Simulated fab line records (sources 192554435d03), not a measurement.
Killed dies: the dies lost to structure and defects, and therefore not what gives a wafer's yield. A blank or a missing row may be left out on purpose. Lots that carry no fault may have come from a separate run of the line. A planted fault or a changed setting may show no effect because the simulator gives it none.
fab line records	flow n5Finfet
record: lots: 9	wafers: 26	lastDay: 17
route steps=1938 shown FIN_SAQP@145 FIN_CUT@164 BEOL_M4@1111 PASSIVATION@1936
lots untouched by any fault: they come from a run of this same line in which no faults occurred
startH: hours from the record's first day to the start of the lot's first wafer shown	waitH: how many hours have passed since the lot's step before this one	" same as the row above	L1.1+2: a single row standing in for several wafers	- value missing, or start not given	* or withheld: withheld	< > ~ a bound
route shown NAME@n: NAME is a module with steps in the file, n the number in the route of the first one	usual: mean/standard deviation of fault-free wafers	same: alike in all rows	chamber/n: place in a boat	sites: each site's reading	_std_site: standard deviation of those values	_edge_site: the outer-site mean with the inner-site mean subtracted	radiusMm: for every site, how far away it sits from the centre of the wafer	mask NAME#n: copy n	behind: tool/chamber where the wafer was last shaped	hold: cause of the lot's hold/its duration in hours/its outcome	device: the n, p or np transistor that did not switch	end of line: the route-end tests of the same wafers	a step without rows: its recipe alone	killed: dies lost to structure and defects at the first sort, not the wafer's yield	map: a wafer's dies, marking killed ones x, the rest . and places with no die _
set.NAME: the setting the step ran with; set.NAME@STEP: the setting that earlier step ran with	model.NAME: the simulator's own value behind a step, which no gauge read
a sample of lots followed through the steps of the route, with each step as a table and each wafer as a row
services: from which hour (startH, from the record's first day; less than 0 if before it) a tool's chamber was out of use, for how many hours, and why
== steps ==
step: N5_FIN_SAQP_HM_CD_35
recipe: targetCdNm: 8	polarity: line
usual: cdNm: 8.09/0.24
lot.wafer	tool	chamber	startH	waitH	cdNm
L531.3	cdSem-01	-	25.39	0.1	8.28
L531.4	"	-	"	"	8.22
L531.5	"	-	"	"	8.20
L533.2	cdSem-01	-	37.85	0.1	8.27
L533.4	"	-	"	"	7.97
L533.6	"	-	"	"	8.16
L534.2	cdSem-01	-	44.76	0.1	8.16
L534.4	"	-	"	"	7.98
L534.5	"	-	"	"	7.88
L538.2	cdSem-02	-	68.31	0.1	8.25
L538.3	"	-	"	"	8.08
L538.4	"	-	"	"	7.82
L541.2	cdSem-01	-	87.41	0.1	8.37
L541.3	"	-	"	"	7.88
L541.6	"	-	"	"	7.68
L547.2	cdSem-02	-	124.37	0.1	8.03
L547.4	"	-	"	"	7.97
L550.2	cdSem-01	-	141.42	0.1	8.26
L550.4	"	-	"	"	8.06
L550.6	"	-	"	"	7.55
L553.1	cdSem-03	-	158.71	0.1	8.17
L553.2	"	-	"	"	7.93
L553.6	"	-	"	"	7.90
L554.2	cdSem-01	-	163.98	0.1	8.51
L554.3	"	-	"	"	7.90
L554.5	"	-	"	"	8.20
step: N5_FIN_CUT_OVL_MEAS_09
recipe: pointsPerWafer: 522
usual: FIN_CUT_OVL: 0.1/0.74
lot.wafer	tool	chamber	startH	waitH	FIN_CUT_OVL[nm]
L531.3	overlay-01	0	26.05	0.0	0.6
L531.4	"	0	"	"	-0.1
L531.5	"	0	"	"	0.0
L533.2	overlay-02	0	38.62	0.0	-1.5
L533.4	"	0	"	"	0.3
L533.6	"	0	"	"	-0.2
L534.2	overlay-01	0	45.42	0.0	-0.7
L534.4	"	0	"	"	0.4
L534.5	"	0	"	"	-1.3
L538.2	overlay-02	0	69.15	0.0	1.2
L538.3	"	0	"	"	0.3
L538.4	"	0	"	"	0.4
L541.2	overlay-02	0	88.22	0.0	0.3
L541.3	"	0	"	"	-0.2
L541.6	"	0	"	"	-0.3
L547.2	overlay-01	0	125.03	0.0	1.0
L547.4	"	0	"	"	0.8
L550.2	overlay-02	0	142.08	0.0	-0.2
L550.4	"	0	"	"	-0.7
L550.6	"	0	"	"	0.6
L553.1	overlay-02	0	159.37	0.0	-0.6
L553.2	"	0	"	"	0.9
L553.6	"	0	"	"	0.3
L554.2	overlay-01	0	164.78	0.0	0.3
L554.3	"	0	"	"	-0.4
L554.5	"	0	"	"	-1.0
step: N5_FIN_CUT_ETCH_20
recipe: chemistry: CF4	target: SiARC	targetDepthA: 260	maskMaterial: CAR-EUV	timeS: 43.3	ionEnergyEv: 80	pressureMtorr: 40	sourceW: 545	biasW: 36	Ar_flow_sccm: 100	cf4FlowSccm: 100	ends: cleared
usual: chamberPressureMTorr: 40.00/0.033	drypumpMotorCurrentA: 5.9/0.44	etchRfOnTimeS: 43.4/0.64	oesProductAu: 0.68/0.089	rfFwdPowerW: 534.6/2.9	rfVppV: 184.4/1.2	showerheadPlenumPTorr: 2.17/0.069	throttleValvePct: 15.59/0.26
lot.wafer	tool	chamber	startH	waitH	chamberPressureMTorr	drypumpMotorCurrentA	etchRfOnTimeS	oesProductAu	rfFwdPowerW	rfHoursCounterH	rfVppV	showerheadPlenumPTorr	throttleValvePct
L531.3	rieDiel-02	2	26.18	0.0	40.03	6.2	43.5	0.66	536.8	144	183.3	2.06	15.88
L531.4	"	2	"	"	40.04	6.2	43.3	0.67	535.6	-	182.9	2.06	15.87
L531.5	"	1	"	"	39.99	6.2	42.9	0.67	536.2	-	183.8	2.24	15.27
L533.2	rieDiel-06	3	38.96	0.0	39.97	5.9	42.5	0.77	533.5	35	186.4	2.27	15.23
L533.4	"	1	"	"	39.97	6.2	43.0	0.58	542.1	235	185.4	2.20	15.69
L533.6	"	2	"	"	39.94	5.2	44.2	0.57	529.4	-	184.1	2.19	15.86
L534.2	rieDiel-06	3	45.61	0.0	39.98	5.9	43.3	0.76	531.6	37	186.0	2.27	15.23
L534.4	"	0	"	"	39.96	6.0	44.0	0.60	538.6	198	183.5	2.12	15.72
L534.5	"	2	"	"	39.96	5.2	44.5	0.57	529.8	-	185.7	2.19	15.86
L538.2	rieDiel-02	0	69.29	0.0	40.01	6.0	42.7	0.76	534.8	37	184.7	2.27	15.21
L538.3	"	3	"	"	39.96	5.5	43.2	0.60	540.5	235	182.7	2.04	15.85
L538.4	"	1	"	"	40.00	6.2	42.9	0.66	538.0	122	184.7	2.24	15.30
L541.2	rieDiel-06	3	88.36	0.0	39.93	5.9	43.2	0.74	533.3	51	187.1	2.26	15.26
L541.3	"	2	"	"	39.96	5.2	43.7	0.82	532.5	7	183.4	2.19	15.40
L541.6	"	2	"	"	39.91	5.2	43.5	0.81	532.0	-	184.8	2.19	15.41
L547.2	rieDiel-06	3	125.95	0.0	39.99	5.8	43.5	0.73	530.9	68	184.2	2.26	15.32
L547.4	"	1	"	"	40.02	6.1	42.3	0.83	537.4	4	183.8	2.20	15.24
L550.2	rieDiel-03	1	142.56	0.0	40.02	5.9	44.2	0.64	532.5	151	184.7	2.23	15.80
L550.4	"	0	"	"	39.96	6.6	43.6	0.79	536.1	8	181.3	2.11	15.45
L550.6	"	0	"	"	40.00	6.6	42.7	0.80	537.0	-	184.8	2.11	15.45
L553.1	rieDiel-03	2	159.71	0.0	40.00	5.3	44.4	0.65	535.7	139	183.7	2.06	15.66
L553.2	"	0	"	"	40.02	6.6	43.1	0.78	533.1	14	183.3	2.11	15.45
L553.6	"	1	"	"	40.00	5.9	44.3	0.63	534.9	-	185.0	2.23	15.82
L554.2	rieDiel-03	2	164.92	0.0	40.03	5.3	43.5	0.65	532.5	140	182.8	2.06	15.68
L554.3	"	1	"	"	40.05	5.9	43.5	0.64	534.0	160	183.6	2.22	15.81
L554.5	"	2	"	"	39.98	5.3	43.4	0.65	530.7	-	183.1	2.06	15.68
step: N5_FIN_CUT_ETCH_21
recipe: chemistry: N2/H2	target: SOC	targetDepthA: 2190	overetchA: 438	maskMaterial: SiARC	tempC: 40	ionEnergyEv: 100	biasW: 61	timeS: 523.5	pressureMtorr: 30	sourceW: 850	n2FlowSccm: 200	h2FlowSccm: 200
usual: chamberPressureMTorr: 30.005/0.027	drypumpMotorCurrentA: 5.9/0.44	oesProductAu: 0.73/0.092	rfFwdPowerW: 848.9/2.8	rfVppV: 241.2/1.3	runLengthS: 546.8/0.38	showerheadPlenumPTorr: 2.58/0.086	throttleValvePct: 17.81/0.27
lot.wafer	tool	chamber	startH	waitH	chamberPressureMTorr	drypumpMotorCurrentA	oesProductAu	rfFwdPowerW	rfHoursCounterH	rfVppV	runLengthS	showerheadPlenumPTorr	throttleValvePct
L531.3	rieDiel-02	2	26.22	0.0	29.997	6.2	0.72	846.4	144	239.2	546.4	2.44	18.14
L531.4	"	2	"	"	29.957	6.2	0.72	851.7	-	238.2	546.4	2.44	18.11
L531.5	"	1	"	"	30.041	6.2	0.71	851.2	-	243.0	547.4	2.67	17.40
L533.2	rieDiel-06	3	39.00	0.0	30.044	5.9	0.83	849.7	35	242.0	546.6	2.70	17.56
L533.4	"	1	"	"	29.982	6.1	0.63	843.9	235	242.1	546.7	2.60	17.77
L533.6	"	2	"	"	30.023	5.2	0.63	844.4	-	241.9	547.1	2.60	18.02
L534.2	rieDiel-06	3	45.65	0.0	30.020	5.9	0.83	850.8	37	243.1	546.8	2.70	17.55
L534.4	"	0	"	"	29.994	6.0	0.65	844.1	198	239.4	546.5	2.52	17.93
L534.5	"	2	"	"	30.024	5.2	0.63	844.2	-	241.3	547.1	2.60	18.05
L538.2	rieDiel-02	0	69.32	0.0	29.988	6.1	0.82	857.0	37	242.4	546.8	2.70	17.39
L538.3	"	3	"	"	30.012	5.6	0.64	851.2	235	238.6	547.1	2.40	17.95
L538.4	"	1	"	"	30.018	6.2	0.71	849.8	122	242.4	547.0	2.67	17.43
L541.2	rieDiel-06	3	88.40	0.0	29.952	5.9	0.80	848.6	51	240.6	546.9	2.69	17.57
L541.3	"	2	"	"	30.014	5.2	0.87	843.2	7	241.7	546.5	2.59	17.64
L541.6	"	2	"	"	30.014	5.2	0.87	847.0	-	242.2	546.5	2.59	17.63
L547.2	rieDiel-06	3	125.99	0.0	30.004	5.9	0.84	-	68	241.9	491.5	2.69	17.61
L547.4	"	1	"	"	29.992	6.1	0.97	-	4	243.4	491.8	2.59	17.38
L550.2	rieDiel-03	1	142.60	0.0	29.992	5.9	0.69	846.4	151	242.6	547.0	2.66	18.16
L550.4	"	0	"	"	29.968	6.6	0.86	849.7	8	240.8	547.2	2.50	17.68
L550.6	"	0	"	"	30.038	6.6	0.85	850.9	-	240.1	547.3	2.50	17.68
L553.1	rieDiel-03	2	159.75	0.0	29.994	5.3	0.71	845.8	139	239.8	547.2	2.46	18.05
L553.2	"	0	"	"	30.021	6.7	0.84	846.2	14	239.5	547.1	2.50	17.69
L553.6	"	1	"	"	30.040	6.0	0.70	849.4	-	243.1	546.5	2.66	18.16
L554.2	rieDiel-03	2	164.95	0.0	30.010	5.3	0.70	846.0	140	238.8	547.6	2.46	18.04
L554.3	"	1	"	"	29.978	5.9	0.68	845.6	160	241.3	546.6	2.65	18.16
L554.5	"	2	"	"	30.000	5.3	0.70	845.5	-	239.3	547.4	2.46	18.04
step: N5_BEOL_M4_RC_MEAS_101
usual: DIBL_N: 36.3/1.2	DIBL_P: 36.1/1.6	IOFF_N: 0.161/0.023	IOFF_P: 0.209/0.027	ION_N: 676/8.9	ION_P: 462/5.3	SS_N: 71.5/0.51	SS_P: 73.2/0.5	VT_N: 249.1/2.5	VT_P: -249.9/2.8
lot.wafer	tool	chamber	startH	waitH	DIBL_N[mV/V]	DIBL_P[mV/V]	IOFF_N[nA/um]	IOFF_P[nA/um]	ION_N[uA/um]	ION_P[uA/um]	SS_N[mV/dec]	SS_P[mV/dec]	VT_N[mV]	VT_P[mV]
L531.3	prober-02	0	156.33	0.3	36.5	36.8	0.164	0.203	671	460	71.8	72.7	246.1	-251.8
L531.4	"	0	"	"	35.7	35.0	0.142	0.183	672	457	70.8	73.3	247.2	-253.2
L531.5	"	0	"	"	34.8	33.1	0.129	0.157	667	451	71.7	73.5	250.9	-255.5
L533.2	prober-01	0	180.05	0.2	36.8	35.5	0.161	0.221	675	463	71.3	73.0	250.1	-248.8
L533.4	"	0	"	"	37.7	35.8	0.174	0.220	674	466	71.2	73.1	250.3	-249.0
L533.6	"	0	"	"	36.8	34.7	0.162	0.213	664	460	71.5	73.5	248.5	-247.3
L534.2	prober-02	0	182.19	0.2	35.7	34.7	0.146	0.190	672	463	71.5	72.8	252.3	-249.1
L534.4	"	0	"	"	34.9	33.4	0.125	0.172	666	457	70.9	72.9	252.6	-253.1
L534.5	"	0	"	"	34.4	33.8	0.125	0.180	667	464	71.1	72.9	252.0	-251.7
L538.2	prober-01	0	211.89	0.2	34.3	34.7	0.129	0.158	664	450	71.2	73.6	252.9	-256.2
L538.3	"	0	"	"	35.1	35.5	0.140	0.175	679	461	71.3	73.3	248.6	-252.5
L538.4	"	0	"	"	35.0	35.4	0.140	0.171	663	454	71.4	73.3	249.8	-253.8
L541.2	prober-01	0	226.46	0.2	36.6	36.6	0.164	0.206	684	463	71.7	72.9	246.6	-249.0
L541.3	"	0	"	"	36.6	37.1	0.165	0.209	687	465	71.4	73.7	249.3	-247.0
L541.6	"	0	"	"	36.2	36.4	0.150	0.196	673	457	70.7	73.0	248.3	-250.7
L547.2	prober-01	0	256.72	0.2	36.9	35.3	0.150	0.187	673	460	70.5	72.4	250.0	-250.0
L547.4	"	0	"	"	37.1	35.1	0.146	0.190	663	459	71.3	73.0	252.3	-252.8
L550.2	prober-01	0	278.76	0.2	36.1	35.0	0.166	0.211	678	459	71.1	72.2	248.8	-248.8
L550.4	"	0	"	"	35.7	34.4	0.149	0.200	675	460	71.5	72.8	249.9	-248.3
L550.6	"	0	"	"	36.0	35.0	0.155	0.201	680	468	71.2	72.9	250.0	-248.5
L553.1	prober-01	0	294.29	0.0	35.6	36.5	0.161	0.215	666	461	71.9	73.0	249.0	-250.2
L553.2	"	0	"	"	36.1	37.8	0.182	0.238	681	461	71.8	73.9	246.7	-247.1
L553.6	"	0	"	"	36.0	37.2	0.166	0.222	677	462	72.7	73.7	248.1	-251.9
L554.2	prober-01	0	310.37	0.2	37.1	36.4	0.166	0.217	679	465	71.8	73.3	250.1	-246.2
L554.3	"	0	"	"	36.0	35.6	0.143	0.202	674	463	71.9	73.1	250.6	-248.4
L554.5	"	0	"	"	35.0	34.3	0.132	0.178	662	457	71.6	73.4	251.1	-248.6
step: N5_PASSIVATION_PROBE_49
usual: defectLimitedYield: 91.3/1.5	killed_at_M0_to_M3: 35/10	killed_at_M4_up: 13/5.3	killedAtContacts: 12/5.7	killedAtFrontEnd: 39/11	killedAtOther: 3.3/2.7	killedDies: 102/18	killedOpen: 67/13	killedShort: 34/7.8	sort_bin_5_function: 5.1/1	sort_bin_6_memory: 3.3/0.68	sortNPass: 1078/18	sortYieldPct: 91.3/1.5
same: grossDies: 1180	killedAtBackSide: 0	sort_bin_4_leakage[%]: 0	sort_bin_8_speed[%]: 0
lot.wafer	tool	chamber	startH	waitH	defectLimitedYield[%]	killed_at_M0_to_M3	killed_at_M4_up	killedAtContacts	killedAtFrontEnd	killedAtOther	killedDies	killedOpen	killedShort	sort_bin_5_function[%]	sort_bin_6_memory[%]	sortNPass	sortYieldPct[%]
L547.2	prober-02	-	358.53	0.1	83.5	51	14	8	122	0	195	61	41	13.0	3.3	985	83.5
L547.4	prober-02	-	358.63	0.2	93.0	36	8	6	31	2	83	58	14	4.7	2.3	1097	93.0
killed by level:class
L547.2 FIN_CUT:areaEtch=90 BEOL_M2:geometricParticle:open=11 BEOL_M3:geometricParticle:open=9 FIN_SAQP:geometricParticle:short=8 BEOL_M0_SAQP:geometricParticle:short=8 FIN_SAQP:geometricParticle:open=7 BEOL_M3:geometricParticle:short=7 BEOL_M0_SAQP:geometricParticle:open=6
L547.4 BEOL_M1:geometricParticle:open=13 FIN_CUT:areaEtch=10 BEOL_M0_SAQP:geometricParticle:open=9 BEOL_M3:geometricParticle:open=7 STI_FIN_REVEAL:geometricParticle:open=6 BEOL_M4:geometricParticle:open=6 MOL_CONTACT_COAG:geometricParticle:open=4 GATE_CUT:geometricParticle:open=3
== services ==
tool	chamber	startH	hours	kind
rieDiel-02	3	21.33	9.5	repair
rieDiel-03	-	29.48	0.5	repair
rieDiel-06	2	54.54	-	clean
rieDiel-06	2	54.54	-	consumableReplace:focusRing
rieDiel-06	2	54.54	11.3	scheduledDown
rieDiel-06	2	54.54	11.3	ventCycle
rieDiel-02	-	83.82	14.6	pm
rieDiel-06	1	87.13	-	clean
rieDiel-06	1	87.13	-	consumableReplace:focusRing
rieDiel-06	1	87.13	27.5	scheduledDown
rieDiel-06	1	87.13	27.5	ventCycle
rieDiel-06	0	88.86	4.1	repair
rieDiel-03	0	98.81	-	clean
rieDiel-03	0	98.81	-	consumableReplace:focusRing
rieDiel-03	0	98.81	21.2	scheduledDown
rieDiel-03	0	98.81	21.2	ventCycle
rieDiel-02	1	113.73	15.6	repair
rieDiel-06	2	117.42	1.2	repair
rieDiel-02	3	129.56	-	clean
rieDiel-02	3	129.56	-	consumableReplace:focusRing
rieDiel-02	3	129.56	-	consumableReplace:showerhead
rieDiel-02	3	129.56	23.7	scheduledDown
rieDiel-02	3	153.75	1.5	repair
rieDiel-03	3	164.52	1.7	repair
== key ==
firstSign: step: N5_FIN_CUT_ETCH_21	reading: runLengthS	direction: down	sigmas: 99+	usual: *	struck: *
moreKillsBornAt: N5_FIN_CUT_ETCH_21@rieDiel-06: 100
metAt N5_FIN_CUT_ETCH_21
struckLots L547
struckWafers L547.2,L547.4
notActingAt N5_FIN_SAQP_HM_CD_35,N5_FIN_CUT_OVL_MEAS_09,N5_FIN_CUT_ETCH_20
onsetBetween 88.40 125.99
fault: kind: processParameterDrift	tool: rieDiel-06	chamber: -	onsetH: 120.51	steps: N5_FIN_CUT_ETCH_21	channel: timeS	offset: *	shape: step	endH: 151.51	scope: struckWafersOnly	actsIn: *	stated: *
